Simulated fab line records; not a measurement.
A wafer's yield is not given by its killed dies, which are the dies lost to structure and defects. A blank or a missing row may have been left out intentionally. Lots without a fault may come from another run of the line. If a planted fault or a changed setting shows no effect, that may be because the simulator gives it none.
Chamber matching -- flow n5Finfet -- N5_DUMMY_GATE_ETCH_31 on rieDiel-05: 4 sister chambers
The step etches SiO2 in C4F6/O2, target depth 82.5 nm, time 27.5 s. 18 wafers are shown with their chamber, then 9 later ones without.

## EACH WAFER AND ITS CHAMBER
wafer,chamber,throttleValvePct (%),drypumpMotorCurrentA (A),rfVppV (V)
L074.2,3,20.92,5.4,682
L074.3,1,20.90,4.9,673
L074.4,2,21.43,5.9,664
L076.2,3,20.92,5.4,681
L076.3,2,21.44,5.8,663
L076.5,2,21.44,5.8,662
L079.2,0,21.39,4.9,658
L079.5,0,21.41,4.9,658
L079.6,1,20.90,4.9,672
L080.2,1,20.89,4.9,671
L080.3,2,21.45,5.8,663
L080.6,1,20.90,5.0,672
L081.3,2,21.45,5.8,663
L081.5,0,21.42,4.9,658
L081.6,1,20.90,4.9,672
L083.2,0,21.41,4.9,658
L083.3,2,21.48,5.8,663
L083.6,0,21.40,4.9,660

SIGNATURES, as means of the wafers listed above
reading,chamber 0,chamber 1,chamber 2,chamber 3,scatter within a chamber
throttleValvePct,21.4060,20.8980,21.4483,20.9200,0.0122
drypumpMotorCurrentA,4.900,4.920,5.817,5.400,0.0342
rfVppV,658.40,672.00,663.00,681.50,0.742
Rule: distance of a wafer from a chamber = root of the sum over the readings of ((wafer's reading minus chamber's mean) / reading's scatter) squared. If the next closest chamber is less than 2 further off than the closest, the wafer can't be placed; otherwise it belongs to the closest. The scatter is the square root of a quotient: the sum, over the shown wafers, of each reading's squared deviation from its chamber's mean, divided by wafers minus chambers.

## WAFERS WITH NO CHAMBER GIVEN
wafer,throttleValvePct (%),drypumpMotorCurrentA (A),rfVppV (V)
L085.1,21.41,4.9,657
L085.2,20.93,5.4,682
L085.3,20.90,4.9,671
L090.2,20.91,4.9,672
L090.3,21.43,4.9,658
L090.4,20.94,5.4,683
L092.2,21.45,4.9,657
L092.5,20.95,5.4,682
L092.6,21.44,4.9,659

## WHICH CHAMBER EACH WENT THROUGH
wafer,from the rows above,in truth
L085.1,0,0
L085.2,3,3
L085.3,1,1
L090.2,1,1
L090.3,0,0
L090.4,3,3
L092.2,0,0
L092.5,3,3
L092.6,0,0
Placed correctly: 9 of 9. Left unplaced by these rows: 0. 0 placed wrongly.
